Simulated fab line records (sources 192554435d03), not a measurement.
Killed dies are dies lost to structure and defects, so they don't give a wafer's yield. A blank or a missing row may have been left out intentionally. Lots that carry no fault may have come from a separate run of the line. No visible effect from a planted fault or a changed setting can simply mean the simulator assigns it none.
fab line records | flow n5-finfet | part 1 of 2: steps 1 to 22 of 32
[record] lots = 5 | wafers = 15 | last-day = 17
route steps=1938 shown BEOL_M6@1199
lots that met no fault: taken from a fault-free run of the same line
start-h: hours from the record's first day to the start of the lot's first wafer shown | wait-h: hours since the lot's step before | " the same as in the row above | L1.1+2: a single row standing in for several wafers | - no value, or no start given | * or withheld: withheld | < > ~ a bound
route shown NAME@n: NAME is a module with steps in the file, n the number in the route of the first one | usual: mean/standard deviation taken from wafers without a fault | same: alike in all rows | chamber/n: place in a boat | sites: each site's reading | _std_site: standard deviation of those values | _edge_site: mean of outer sites minus mean of inner sites | radius-mm: for every site, how far away it sits from the centre of the wafer | mask NAME#n: copy n | behind: the tool/chamber that last shaped the wafer | hold: what put the lot on hold/how long, in hours/how the hold closed | device: which transistor (n, p or np) failed to switch | end of line: the route-end tests of the same wafers | a step given without rows: its recipe and nothing more | killed: at the first sort, the dies lost to defects and structure; wafer yield is something else | map: a wafer's dies, marking killed ones x, the rest . and places with no die _
set.NAME: setting as actually run; set.NAME@STEP: the setting as run at that earlier step | model.NAME: the simulator's own value behind a step, which no gauge read
a table for each step, a row for each wafer; lots at some steps of the route
services: from which hour (start-h, from the record's first day; less than 0 if before it) a tool's chamber was out of use, for how many hours, and why
[[steps]]
[step N5_BEOL_M6_COAT_59]
[recipe] resist = SOC | temp-c = 250 | time-s = 60 | spin-rpm = 1500 | resist-thk-nm = 100
[usual] heater-power-total-W = 500.3/1.9
[same] time-s = 60
lot.wafer | tool           | chamber | start-h | wait-h | heater-power-total-W
L078.2    | litho-track-03 | 0       | 234.88  | 0.1    | 501.7
L078.5    | "              | 0       | "       | "      | 498.2
L078.6    | "              | 0       | "       | "      | 503.3
L085.2    | litho-track-02 | 0       | 291.09  | 0.1    | 502.0
L085.4    | "              | 0       | "       | "      | 501.4
L085.5    | "              | 0       | "       | "      | 498.8
L086.2    | litho-track-01 | 0       | 295.18  | 0.1    | 502.2
L086.4    | "              | 0       | "       | "      | 498.0
L086.6    | "              | 0       | "       | "      | 499.6
L092.1    | litho-track-01 | 0       | 308.83  | 0.1    | 497.7
L092.4    | "              | 0       | "       | "      | 497.4
L092.5    | "              | 0       | "       | "      | 497.4
L090.2    | litho-track-03 | 0       | 319.90  | 0.1    | 502.8
L090.4    | "              | 0       | "       | "      | 503.0
L090.6    | "              | 0       | "       | "      | 499.9
[step N5_BEOL_M6_COAT_60]
[recipe] resist = SiARC | temp-c = 220 | time-s = 60 | spin-rpm = 1500 | resist-thk-nm = 35
[usual] heater-power-total-W = 427.8/2.1
[same] time-s = 60
lot.wafer | tool           | chamber | start-h | wait-h | heater-power-total-W
L078.2    | litho-track-03 | 0       | -       | -      | 428.5
L078.5    | "              | 0       | "       | "      | 428.3
L078.6    | "              | 0       | "       | "      | 430.0
L085.2    | litho-track-02 | 0       | -       | -      | 430.9
L085.4    | "              | 0       | "       | "      | 425.5
L085.5    | "              | 0       | "       | "      | 425.2
L086.2    | litho-track-01 | 0       | -       | -      | 426.2
L086.4    | "              | 0       | "       | "      | 428.0
L086.6    | "              | 0       | "       | "      | 426.9
L092.1    | litho-track-01 | 0       | -       | -      | 429.0
L092.4    | "              | 0       | "       | "      | 430.4
L092.5    | "              | 0       | "       | "      | 427.7
L090.2    | litho-track-03 | 0       | -       | -      | 426.0
L090.4    | "              | 0       | "       | "      | 429.8
L090.6    | "              | 0       | "       | "      | 429.6
[step N5_BEOL_M6_COAT_05]
[recipe] resist = CAR-ArF | spin-rpm = 1500 | resist-thk-nm = 90
lot.wafer  | tool           | chamber | start-h | wait-h
L078.2+5+6 | litho-track-03 | 0       | -       | -
L085.2+4+5 | litho-track-02 | 0       | -       | -
L086.2+4+6 | litho-track-01 | 0       | -       | -
L092.1+4+5 | litho-track-01 | 0       | -       | -
L090.2+4+6 | litho-track-03 | 0       | -       | -
[step N5_BEOL_M6_EBR_07]
[recipe] solvent = PGMEA | ebr-width-mm = 1.5
lot.wafer  | tool           | chamber | start-h | wait-h
L078.2+5+6 | litho-track-03 | 0       | -       | -
L085.2+4+5 | litho-track-02 | 0       | -       | -
L086.2+4+6 | litho-track-01 | 0       | -       | -
L092.1+4+5 | litho-track-01 | 0       | -       | -
L090.2+4+6 | litho-track-03 | 0       | -       | -
[step N5_BEOL_M6_SOFTBAKE_06]
[recipe] temp-c = 110 | time-s = 60 | resist = CAR-ArF
[usual] heater-power-total-W = 175.1/1.6
[same] time-s = 60
lot.wafer | tool           | chamber | start-h | wait-h | heater-power-total-W
L078.2    | litho-track-03 | 0       | -       | -      | 174.7
L078.5    | "              | 0       | "       | "      | 174.1
L078.6    | "              | 0       | "       | "      | 177.4
L085.2    | litho-track-02 | 0       | -       | -      | 175.5
L085.4    | "              | 0       | "       | "      | 174.9
L085.5    | "              | 0       | "       | "      | 176.4
L086.2    | litho-track-01 | 0       | -       | -      | 176.3
L086.4    | "              | 0       | "       | "      | 173.2
L086.6    | "              | 0       | "       | "      | 173.9
L092.1    | litho-track-01 | 0       | -       | -      | 175.9
L092.4    | "              | 0       | "       | "      | 177.5
L092.5    | "              | 0       | "       | "      | 177.5
L090.2    | litho-track-03 | 0       | -       | -      | 176.2
L090.4    | "              | 0       | "       | "      | 175.9
L090.6    | "              | 0       | "       | "      | 173.9
[step N5_BEOL_M6_EXPOSE_08]
[recipe] mask-id = M6 | na = 1.35 | source-shape = dipole | sigma-inner = 0.817 | sigma-outer = 0.97 | polarization = te | dose-mj = 68.25
[same] sigma-outer = 0.97
lot.wafer  | tool            | chamber | start-h | wait-h | mask
L078.2+5+6 | arfi-scanner-01 | 0       | 235.00  | -      | M6#0
L085.2+4+5 | arfi-scanner-01 | 0       | 291.21  | -      | M6#0
L086.2+4+6 | arfi-scanner-03 | 0       | 295.43  | -      | M6#0
L092.1+4+5 | arfi-scanner-03 | 0       | 309.07  | -      | M6#0
L090.2+4+6 | arfi-scanner-03 | 0       | 320.02  | -      | M6#0
[step N5_BEOL_M6_PEB_09]
[recipe] peb-temp-c = withheld | peb-time-s = 60 | resist = CAR-ArF
[same] peb-time-s = 60
lot.wafer  | tool           | chamber | start-h | wait-h
L078.2+5+6 | litho-track-02 | 0       | 235.06  | 0.0
L085.2+4+5 | litho-track-03 | 0       | 291.27  | 0.0
L086.2+4+6 | litho-track-03 | 0       | 295.49  | 0.0
L092.1+4+5 | litho-track-01 | 0       | 309.13  | 0.1
L090.2+4+6 | litho-track-02 | 0       | 320.08  | 0.0
[step N5_BEOL_M6_DEVELOP_10]
[recipe] develop-time-s = 30 | developer = TMAH | resist = CAR-ArF | rinse-liquid = diw | dry = air-spin | dev-temp-c = 23
lot.wafer  | tool           | chamber | start-h | wait-h
L078.2+5+6 | litho-track-02 | 0       | -       | -
L085.2+4+5 | litho-track-03 | 0       | -       | -
L086.2+4+6 | litho-track-03 | 0       | -       | -
L092.1+4+5 | litho-track-01 | 0       | -       | -
L090.2+4+6 | litho-track-02 | 0       | -       | -
[step N5_BEOL_M6_CD_MEAS_11]
[recipe] target-cd-nm = 38.5 | landing-energy-ev = 500 | detector = se-inlens | polarity = opening
[usual] cd-nm = 38.3/0.52
lot.wafer | tool      | chamber | start-h | wait-h | cd-nm
L078.2    | cd-sem-02 | 0       | 235.13  | -      | 38.0
L078.5    | "         | 0       | "       | "      | 38.2
L078.6    | "         | 0       | "       | "      | 38.7
L085.2    | cd-sem-01 | 0       | 291.34  | -      | 38.4
L085.4    | "         | 0       | "       | "      | 38.1
L085.5    | "         | 0       | "       | "      | 37.9
L086.2    | cd-sem-01 | 0       | 295.55  | -      | 38.5
L086.4    | "         | 0       | "       | "      | 37.9
L086.6    | "         | 0       | "       | "      | 37.9
L092.1    | cd-sem-02 | 0       | 309.20  | -      | 38.6
L092.4    | "         | 0       | "       | "      | 37.3
L092.5    | "         | 0       | "       | "      | 38.4
L090.2    | cd-sem-03 | 0       | 320.15  | -      | 38.6
L090.4    | "         | 0       | "       | "      | 39.1
L090.6    | "         | 0       | "       | "      | 38.3
[step N5_BEOL_M6_OVL_MEAS_12]
[recipe] points-per-wafer = 44
[usual] M6_OVL = -0.1/0.75
lot.wafer | tool       | chamber | start-h | wait-h | M6_OVL[nm]
L078.2    | overlay-02 | 0       | 235.15  | 0.0    | 0.1
L078.5    | "          | 0       | "       | "      | 0.2
L078.6    | "          | 0       | "       | "      | 0.4
L085.2    | overlay-01 | 0       | 291.37  | 0.0    | -0.3
L085.4    | "          | 0       | "       | "      | -0.6
L085.5    | "          | 0       | "       | "      | -0.9
L086.2    | overlay-02 | 0       | 295.58  | 0.0    | -0.2
L086.4    | "          | 0       | "       | "      | 0.5
L086.6    | "          | 0       | "       | "      | 0.3
L092.1    | overlay-02 | 0       | 309.23  | 0.0    | -0.3
L092.4    | "          | 0       | "       | "      | -0.2
L092.5    | "          | 0       | "       | "      | 0.2
L090.2    | overlay-02 | 0       | 320.18  | 0.0    | -0.5
L090.4    | "          | 0       | "       | "      | 0.0
L090.6    | "          | 0       | "       | "      | -0.7
[step N5_BEOL_M6_INSPECT_13]
[recipe] mode = adi | inspect-instrument = brightfield
[usual] raw-defect-count = 430/98
lot.wafer | tool              | chamber | start-h | wait-h | raw-defect-count
L078.2    | defect-inspect-02 | -       | 235.18  | 0.0    | 341
L078.5    | "                 | -       | "       | "      | 501
L078.6    | "                 | -       | "       | "      | 539
L085.2    | defect-inspect-02 | -       | 291.39  | 0.0    | 440
L085.4    | "                 | -       | "       | "      | 451
L085.5    | "                 | -       | "       | "      | 347
L086.2    | defect-inspect-02 | -       | 295.61  | 0.0    | 612
L086.4    | "                 | -       | "       | "      | 454
L086.6    | "                 | -       | "       | "      | 489
L092.1    | defect-inspect-01 | -       | 309.25  | 0.0    | 510
L092.4    | "                 | -       | "       | "      | 545
L092.5    | "                 | -       | "       | "      | 434
L090.2    | defect-inspect-01 | -       | 320.20  | 0.0    | 562
L090.4    | "                 | -       | "       | "      | 367
L090.6    | "                 | -       | "       | "      | 355
[step N5_BEOL_M6_DESCUM_16]
[recipe] chemistry = O2 | time-s = 7.9 | source-power-w = 50 | bias-power-w = 20 | pressure-mtorr = 20 | rf-frequency-hz = 2.712e+07 | temp-c = 40 | resist = CAR-ArF | o2-flow-sccm = 225
[usual] bias-power-w = 20.00/0.062 | drypump-motor-current-A = 5.7/0.41 | oes-product-au = 0.78/0.086 | rf-vpp-V = 243.4/1.1 | showerhead-plenum-p-Torr = 2.11/0.045 | throttle-valve-pct = 20.45/0.22
[same] time-s = 7.9
lot.wafer | tool        | chamber | start-h | wait-h | bias-power-w | drypump-motor-current-A | oes-product-au | rf-hours-counter-h | rf-vpp-V | showerhead-plenum-p-Torr | throttle-valve-pct
L078.2    | rie-diel-02 | 1       | 235.22  | 0.0    | 20.02        | 4.9                     | 0.68           | 244                | 241.3    | 2.07                     | 20.56
L078.5    | "           | 3       | "       | "      | 19.95        | 6.4                     | 0.90           | -                  | 246.0    | 2.22                     | 20.29
L078.6    | "           | 1       | "       | "      | 19.97        | 5.0                     | 0.69           | -                  | 243.5    | 2.06                     | 20.56
L085.2    | rie-diel-06 | 3       | 291.86  | 0.5    | 20.00        | 5.8                     | 0.70           | 213                | 241.8    | 2.08                     | 20.66
L085.4    | "           | 0       | "       | "      | 20.04        | 5.8                     | 0.85           | 71                 | 243.3    | 2.11                     | 20.43
L085.5    | "           | 2       | "       | "      | 19.86        | 6.3                     | 0.69           | -                  | 244.3    | 2.05                     | 20.49
L086.2    | rie-diel-02 | 3       | 295.64  | 0.0    | 19.93        | 6.4                     | 0.85           | 63                 | 244.0    | 2.21                     | 20.33
L086.4    | "           | 3       | "       | "      | 20.00        | 6.4                     | 0.85           | -                  | 245.8    | 2.21                     | 20.33
L086.6    | "           | 2       | "       | "      | 19.98        | 5.8                     | 0.80           | -                  | 243.8    | 2.12                     | 20.44
L092.1    | rie-diel-06 | 1       | 309.72  | 0.5    | 20.01        | 5.7                     | 0.80           | 80                 | 243.5    | 2.09                     | 20.07
L092.4    | "           | 0       | "       | "      | 20.09        | 5.8                     | 0.84           | 78                 | 244.0    | 2.11                     | 20.44
L092.5    | "           | 3       | "       | "      | 19.88        | 5.9                     | 0.68           | -                  | 243.3    | 2.08                     | 20.67
L090.2    | rie-diel-05 | 3       | 320.28  | 0.1    | 19.96        | 5.3                     | 0.82           | 81                 | 244.2    | 2.10                     | 20.28
L090.4    | "           | 2       | "       | "      | 19.89        | 5.5                     | 0.94           | 9                  | 244.1    | 2.06                     | 20.12
L090.6    | "           | 1       | "       | "      | 19.97        | 5.4                     | 0.70           | -                  | 243.8    | 2.06                     | 20.71
[step N5_BEOL_M6_ETCH_61]
[recipe] chemistry = CF4 | target = SiARC | target-depth-a = 455 | mask-material = CAR-ArF | time-s = 75.8 | ion-energy-ev = 80 | pressure-mtorr = 40 | source-w = 545 | bias-w = 36 | Ar_flow_sccm = 100 | cf4-flow-sccm = 100 | ends = cleared
[usual] drypump-motor-current-A = 5.7/0.4 | etch-rf-on-time-s = 75.8/1.5 | oes-product-au = 0.67/0.073 | rf-vpp-V = 184.2/0.96 | showerhead-plenum-p-Torr = 2.15/0.047 | throttle-valve-pct = 15.64/0.17
lot.wafer | tool        | chamber | start-h | wait-h | drypump-motor-current-A | etch-rf-on-time-s | oes-product-au | rf-hours-counter-h | rf-vpp-V | showerhead-plenum-p-Torr | throttle-valve-pct
L078.2    | rie-diel-02 | 1       | 235.26  | 0.0    | 5.0                     | 77.4              | 0.58           | 244                | 184.4    | 2.10                     | 15.72
L078.5    | "           | 3       | "       | "      | 6.3                     | 73.7              | 0.76           | -                  | 183.7    | 2.26                     | 15.49
L078.6    | "           | 1       | "       | "      | 5.0                     | 78.3              | 0.57           | -                  | 183.3    | 2.11                     | 15.73
L085.2    | rie-diel-06 | 3       | 291.90  | 0.0    | 5.8                     | 75.7              | 0.60           | 213                | 183.7    | 2.11                     | 15.73
L085.4    | "           | 0       | "       | "      | 5.8                     | 74.8              | 0.72           | 71                 | 184.3    | 2.16                     | 15.57
L085.5    | "           | 2       | "       | "      | 6.3                     | 77.0              | 0.58           | -                  | 184.7    | 2.12                     | 15.83
L086.2    | rie-diel-02 | 3       | 295.67  | 0.0    | 6.4                     | 75.5              | 0.72           | 63                 | 186.1    | 2.25                     | 15.54
L086.4    | "           | 3       | "       | "      | 6.3                     | 75.4              | 0.72           | -                  | 185.3    | 2.25                     | 15.56
L086.6    | "           | 2       | "       | "      | 5.8                     | 77.0              | 0.68           | -                  | 184.4    | 2.16                     | 15.60
L092.1    | rie-diel-06 | 1       | 309.76  | 0.0    | 5.7                     | 75.5              | 0.69           | 80                 | 183.8    | 2.18                     | 15.49
L092.4    | "           | 0       | "       | "      | 5.8                     | 76.2              | 0.71           | 78                 | 184.7    | 2.16                     | 15.59
L092.5    | "           | 3       | "       | "      | 5.8                     | 76.3              | 0.59           | -                  | 185.1    | 2.11                     | 15.77
L090.2    | rie-diel-05 | 3       | 320.32  | 0.0    | 5.3                     | 73.1              | 0.69           | 81                 | 185.7    | 2.15                     | 15.42
L090.4    | "           | 2       | "       | "      | 5.5                     | 77.0              | 0.80           | 9                  | 185.2    | 2.11                     | 15.28
L090.6    | "           | 1       | "       | "      | 5.4                     | 74.7              | 0.60           | -                  | 182.0    | 2.11                     | 15.92
[step N5_BEOL_M6_ETCH_62]
[recipe] chemistry = N2/H2 | target = SOC | target-depth-a = 1100 | overetch-a = 220 | mask-material = SiARC | temp-c = 40 | time-s = 165 | ion-energy-ev = 200 | pressure-mtorr = 30 | source-w = 840 | bias-w = 150 | n2-flow-sccm = 200 | h2-flow-sccm = 200
[usual] drypump-motor-current-A = 5.8/0.4 | oes-product-au = 0.66/0.068 | rf-vpp-V = 524.3/1.9 | showerhead-plenum-p-Torr = 2.55/0.057 | throttle-valve-pct = 17.82/0.18
[same] time-s = 165
lot.wafer | tool        | chamber | start-h | wait-h | drypump-motor-current-A | oes-product-au | rf-hours-counter-h | rf-vpp-V | showerhead-plenum-p-Torr | throttle-valve-pct
L078.2    | rie-diel-02 | 1       | 235.31  | 0.0    | 5.0                     | 0.59           | 245                | 522.5    | 2.49                     | 17.91
L078.5    | "           | 3       | "       | "      | 6.4                     | 0.75           | -                  | 529.0    | 2.68                     | 17.46
L078.6    | "           | 1       | "       | "      | 4.9                     | 0.59           | -                  | 522.6    | 2.49                     | 17.90
L085.2    | rie-diel-06 | 3       | 291.96  | 0.0    | 5.8                     | 0.61           | 213                | 522.6    | 2.50                     | 17.83
L085.4    | "           | 0       | "       | "      | 5.8                     | 0.70           | 71                 | 524.2    | 2.56                     | 17.87
L085.5    | "           | 2       | "       | "      | 6.3                     | 0.58           | -                  | 522.2    | 2.50                     | 17.90
L086.2    | rie-diel-02 | 3       | 295.73  | 0.0    | 6.4                     | 0.72           | 63                 | 528.1    | 2.66                     | 17.50
L086.4    | "           | 3       | "       | "      | 6.4                     | 0.71           | -                  | 528.7    | 2.66                     | 17.51
L086.6    | "           | 2       | "       | "      | 5.8                     | 0.68           | -                  | 523.8    | 2.56                     | 17.81
L092.1    | rie-diel-06 | 1       | 309.81  | 0.0    | 5.7                     | 0.68           | 80                 | 524.9    | 2.60                     | 17.78
L092.4    | "           | 0       | "       | "      | 5.8                     | 0.71           | 78                 | 526.0    | 2.56                     | 17.86
L092.5    | "           | 3       | "       | "      | 5.8                     | 0.60           | -                  | 522.5    | 2.49                     | 17.85
L090.2    | rie-diel-05 | 3       | 320.38  | 0.0    | 5.3                     | 0.68           | 82                 | 523.5    | 2.58                     | 17.89
L090.4    | "           | 2       | "       | "      | 5.5                     | 0.80           | 9                  | 522.5    | 2.50                     | 17.47
L090.6    | "           | 1       | "       | "      | 5.4                     | 0.60           | -                  | 522.3    | 2.51                     | 18.14
[step N5_BEOL_M6_STRIP_68]
[recipe] chemistry = N2/H2 | temp-c = 40 | n2-flow-sccm = 200 | h2-flow-sccm = 200 | rf-frequency-hz = 6e+07
lot.wafer  | tool        | chamber | start-h | wait-h
L078.2+5+6 | rie-diel-02 | 1,3,1   | 235.45  | 0.1
L085.2+4+5 | rie-diel-06 | 3,0,2   | 292.09  | 0.1
L086.2+4+6 | rie-diel-02 | 3,3,2   | 295.87  | 0.1
L092.1+4+5 | rie-diel-06 | 1,0,3   | 309.95  | 0.1
L090.2+4+6 | rie-diel-05 | 3,2,1   | 320.51  | 0.1
[step N5_BEOL_M6_STRIP_67]
[recipe] chemistry = CF4 | resist = SiARC | power-w = 300 | bias-power-w = 75 | pressure-mtorr = 50 | cf4-flow-sccm = 150 | rf-frequency-hz = 6e+07
[usual] bias-power-w = 74.99/0.23 | drypump-motor-current-A = 5.7/0.4 | oes-product-au = 0.78/0.08 | rf-vpp-V = 271.3/1.1 | showerhead-plenum-p-Torr = 1.81/0.044 | throttle-valve-pct = 13.63/0.19
lot.wafer | tool        | chamber | start-h | wait-h | bias-power-w | drypump-motor-current-A | oes-product-au | rf-hours-counter-h | rf-vpp-V | showerhead-plenum-p-Torr | throttle-valve-pct
L078.2    | rie-diel-02 | 1       | 235.46  | 0.0    | 75.04        | 5.0                     | 0.69           | 245                | 270.6    | 1.75                     | 13.72
L078.5    | "           | 3       | "       | "      | 74.99        | 6.4                     | 0.88           | -                  | 273.0    | 1.90                     | 13.49
L078.6    | "           | 1       | "       | "      | 75.15        | 5.0                     | 0.69           | -                  | 271.8    | 1.75                     | 13.69
L085.2    | rie-diel-06 | 3       | 292.10  | 0.0    | 75.05        | 5.8                     | 0.71           | 213                | 270.9    | 1.77                     | 13.75
L085.4    | "           | 0       | "       | "      | 74.83        | 5.8                     | 0.83           | 71                 | 271.5    | 1.82                     | 13.55
L085.5    | "           | 2       | "       | "      | 75.07        | 6.3                     | 0.68           | -                  | 269.8    | 1.78                     | 13.90
L086.2    | rie-diel-02 | 3       | 295.88  | 0.0    | 74.75        | 6.4                     | 0.84           | 63                 | 272.6    | 1.90                     | 13.56
L086.4    | "           | 3       | "       | "      | 74.97        | 6.4                     | 0.84           | -                  | 272.0    | 1.90                     | 13.55
L086.6    | "           | 2       | "       | "      | 74.58        | 5.8                     | 0.80           | -                  | 271.8    | 1.82                     | 13.58
L092.1    | rie-diel-06 | 1       | 309.96  | 0.0    | 74.73        | 5.8                     | 0.80           | 80                 | 270.7    | 1.83                     | 13.44
L092.4    | "           | 0       | "       | "      | 75.11        | 5.8                     | 0.82           | 78                 | 271.5    | 1.82                     | 13.57
L092.5    | "           | 3       | "       | "      | 75.13        | 5.8                     | 0.70           | -                  | 270.1    | 1.76                     | 13.76
L090.2    | rie-diel-05 | 3       | 320.52  | 0.0    | 74.73        | 5.3                     | 0.81           | 82                 | 270.6    | 1.80                     | 13.39
L090.4    | "           | 2       | "       | "      | 75.19        | 5.5                     | 0.94           | 9                  | 269.7    | 1.77                     | 13.23
L090.6    | "           | 1       | "       | "      | 75.28        | 5.3                     | 0.71           | -                  | 269.1    | 1.78                     | 13.95
[step N5_BEOL_M6_HM_OPEN_17]
[recipe] chemistry = Cl2/BCl3 | target-depth-a = 200 | overetch-a = 60 | target = TiN | mask-material = SOC | ion-energy-ev = 150 | pressure-mtorr = 10 | icp-w = 1000 | bias-w = 126 | Cl2_flow_sccm = 53.25 | bcl3-flow-sccm = 21.75 | Ar_flow_sccm = 25
[usual] drypump-motor-current-A = 5.8/0.36 | oes-product-au = 0.64/0.1 | throttle-valve-pct = 22.22/0.12
lot.wafer | tool         | chamber | start-h | wait-h | drypump-motor-current-A | oes-product-au | rf-hours-counter-h | throttle-valve-pct
L078.2    | rie-metal-01 | 0       | 235.50  | 0.0    | 5.6                     | 0.84           | 1                  | 22.21
L078.5    | "            | 1       | "       | "      | 5.7                     | 0.55           | -                  | 22.14
L078.6    | "            | 0       | "       | "      | 5.6                     | 0.84           | -                  | 22.24
L085.2    | rie-metal-01 | 1       | 292.14  | 0.0    | 5.7                     | 0.54           | 108                | 22.15
L085.4    | "            | 0       | "       | "      | 5.6                     | 0.77           | -                  | 22.25
L085.5    | "            | 0       | "       | "      | 5.6                     | 0.78           | -                  | 22.25
L086.2    | rie-metal-03 | 0       | 295.92  | 0.0    | 6.4                     | 0.58           | 75                 | 22.25
L086.4    | "            | 0       | "       | "      | 6.4                     | 0.58           | -                  | 22.26
L086.6    | "            | 1       | "       | "      | 6.0                     | 0.64           | -                  | 22.11
L092.1    | rie-metal-03 | 0       | 310.00  | 0.0    | 6.4                     | 0.57           | 76                 | 22.26
L092.4    | "            | 1       | "       | "      | 6.0                     | 0.62           | -                  | 22.12
L092.5    | "            | 1       | "       | "      | 6.0                     | 0.63           | -                  | 22.12
L090.2    | rie-metal-03 | 0       | 320.56  | 0.0    | 6.4                     | 0.57           | 78                 | 22.26
L090.4    | "            | 1       | "       | "      | 6.0                     | 0.63           | -                  | 22.13
L090.6    | "            | 1       | "       | "      | 6.0                     | 0.63           | -                  | 22.11
[step N5_BEOL_M6_STRIP_19]
[recipe] chemistry = O2 | power-w = 400 | temp-c = 40 | pressure-mtorr = 30 | rf-frequency-hz = 6e+07 | bias-power-w = 0 | overash-fraction = 0.2 | o2-flow-sccm = 225
[usual] drypump-motor-current-A = 5.7/0.46 | oes-product-au = 0.79/0.087 | rf-vpp-V = 3.6/0.63 | showerhead-plenum-p-Torr = 2.12/0.049 | throttle-valve-pct = 16.68/0.21
[same] bias-power-w = 0 | overash-fraction = 0.2
lot.wafer | tool        | chamber | start-h | wait-h | drypump-motor-current-A | oes-product-au | rf-hours-counter-h | rf-vpp-V | showerhead-plenum-p-Torr | throttle-valve-pct
L078.2    | rie-diel-05 | 2       | 235.64  | 0.1    | 5.5                     | 0.66           | 235                | 4.2      | 2.08                     | 16.81
L078.5    | "           | 1       | "       | "      | 5.4                     | 0.72           | -                  | 4.3      | 2.07                     | 16.90
L078.6    | "           | 0       | "       | "      | 6.2                     | 0.71           | -                  | 3.2      | 2.10                     | 17.03
L085.2    | rie-diel-06 | 0       | 292.25  | 0.1    | 5.8                     | 0.84           | 71                 | 4.0      | 2.12                     | 16.60
L085.4    | "           | 1       | "       | "      | 5.7                     | 0.81           | 74                 | 3.4      | 2.10                     | 16.36
L085.5    | "           | 0       | "       | "      | 5.8                     | 0.84           | -                  | 3.8      | 2.12                     | 16.63
L086.2    | rie-diel-02 | 3       | 296.09  | 0.1    | 6.4                     | 0.86           | 63                 | 3.2      | 2.21                     | 16.61
L086.4    | "           | 3       | "       | "      | 6.4                     | 0.85           | -                  | 2.3      | 2.21                     | 16.58
L086.6    | "           | 2       | "       | "      | 5.8                     | 0.81           | -                  | 3.4      | 2.12                     | 16.69
L092.1    | rie-diel-05 | 2       | 310.13  | 0.1    | 5.5                     | 0.95           | 5                  | 3.8      | 2.07                     | 16.34
L092.4    | "           | 1       | "       | "      | 5.4                     | 0.70           | 218                | 3.4      | 2.06                     | 16.95
L092.5    | "           | 3       | "       | "      | 5.3                     | 0.83           | -                  | 4.2      | 2.11                     | 16.48
L090.2    | rie-diel-02 | 0       | 320.67  | 0.1    | 5.2                     | 0.89           | 22                 | 3.4      | 2.14                     | 16.64
L090.4    | "           | 2       | "       | "      | 5.8                     | 0.80           | 98                 | 3.8      | 2.12                     | 16.68
L090.6    | "           | 1       | "       | "      | 5.0                     | 0.94           | -                  | 4.3      | 2.06                     | 16.37
[step N5_BEOL_M6_CD_MEAS_18]
[recipe] pitch-nm = 80 | target-cd-nm = 40
[usual] cd-nm = 39.8/0.5
lot.wafer | tool      | chamber | start-h | wait-h | cd-nm
L078.2    | cd-sem-02 | -       | 235.71  | 0.1    | 39.8
L078.5    | "         | -       | "       | "      | 39.6
L078.6    | "         | -       | "       | "      | 40.3
L085.2    | cd-sem-03 | -       | 292.33  | 0.1    | 39.6
L085.4    | "         | -       | "       | "      | 39.3
L085.5    | "         | -       | "       | "      | 40.0
L086.2    | cd-sem-02 | -       | 296.16  | 0.1    | 39.6
L086.4    | "         | -       | "       | "      | 39.4
L086.6    | "         | -       | "       | "      | 40.1
L092.1    | cd-sem-02 | -       | 310.20  | 0.0    | 40.4
L092.4    | "         | -       | "       | "      | 39.3
L092.5    | "         | -       | "       | "      | 40.1
L090.2    | cd-sem-02 | -       | 320.74  | 0.1    | 40.1
L090.4    | "         | -       | "       | "      | 40.5
L090.6    | "         | -       | "       | "      | 39.8
[step N5_BEOL_M6_COAT_63]
[recipe] resist = SOC | temp-c = 250 | time-s = 60 | spin-rpm = 1500 | resist-thk-nm = 60
[usual] heater-power-total-W = 500.5/1.7
[same] time-s = 60
lot.wafer | tool           | chamber | start-h | wait-h | heater-power-total-W
L078.2    | litho-track-01 | 0       | 236.99  | 1.3    | 501.7
L078.5    | "              | 0       | "       | "      | 500.8
L078.6    | "              | 0       | "       | "      | 499.1
L085.2    | litho-track-02 | 0       | 293.56  | 1.2    | 500.3
L085.4    | "              | 0       | "       | "      | 498.7
L085.5    | "              | 0       | "       | "      | 500.6
L086.2    | litho-track-03 | 0       | 296.21  | 0.0    | 500.3
L086.4    | "              | 0       | "       | "      | 502.0
L086.6    | "              | 0       | "       | "      | 501.2
L092.1    | litho-track-03 | 0       | 310.25  | 0.1    | 501.4
L092.4    | "              | 0       | "       | "      | 501.1
L092.5    | "              | 0       | "       | "      | 499.7
L090.2    | litho-track-03 | 0       | 323.25  | 2.5    | 498.3
L090.4    | "              | 0       | "       | "      | 502.3
L090.6    | "              | 0       | "       | "      | 501.7
[step N5_BEOL_M6_COAT_64]
[recipe] resist = SiARC | temp-c = 220 | time-s = 60 | spin-rpm = 1500 | resist-thk-nm = 12
[usual] heater-power-total-W = 427.7/2.2
[same] time-s = 60
lot.wafer | tool           | chamber | start-h | wait-h | heater-power-total-W
L078.2    | litho-track-01 | 0       | -       | -      | 430.7
L078.5    | "              | 0       | "       | "      | 424.1
L078.6    | "              | 0       | "       | "      | 430.3
L085.2    | litho-track-02 | 0       | -       | -      | 430.9
L085.4    | "              | 0       | "       | "      | 430.0
L085.5    | "              | 0       | "       | "      | 426.8
L086.2    | litho-track-03 | 0       | -       | -      | 426.6
L086.4    | "              | 0       | "       | "      | 429.7
L086.6    | "              | 0       | "       | "      | 430.6
L092.1    | litho-track-03 | 0       | -       | -      | 424.7
L092.4    | "              | 0       | "       | "      | 429.5
L092.5    | "              | 0       | "       | "      | 427.3
L090.2    | litho-track-03 | 0       | -       | -      | 429.3
L090.4    | "              | 0       | "       | "      | 425.0
L090.6    | "              | 0       | "       | "      | 427.7
[step N5_BEOL_M6_COAT_71]
[recipe] resist = underlayer | temp-c = 205 | time-s = 60 | spin-rpm = 1500 | resist-thk-nm = 5
[usual] heater-power-total-W = 391.7/1.4
[same] time-s = 60
lot.wafer | tool           | chamber | start-h | wait-h | heater-power-total-W
L078.2    | litho-track-01 | 0       | -       | -      | 392.2
L078.5    | "              | 0       | "       | "      | 390.2
L078.6    | "              | 0       | "       | "      | 392.3
L085.2    | litho-track-02 | 0       | -       | -      | 393.0
L085.4    | "              | 0       | "       | "      | 391.7
L085.5    | "              | 0       | "       | "      | 389.7
L086.2    | litho-track-03 | 0       | -       | -      | 391.5
L086.4    | "              | 0       | "       | "      | 391.2
L086.6    | "              | 0       | "       | "      | 393.6
L092.1    | litho-track-03 | 0       | -       | -      | 390.0
L092.4    | "              | 0       | "       | "      | 391.8
L092.5    | "              | 0       | "       | "      | 390.7
L090.2    | litho-track-03 | 0       | -       | -      | 389.9
L090.4    | "              | 0       | "       | "      | 391.4
L090.6    | "              | 0       | "       | "      | 392.0
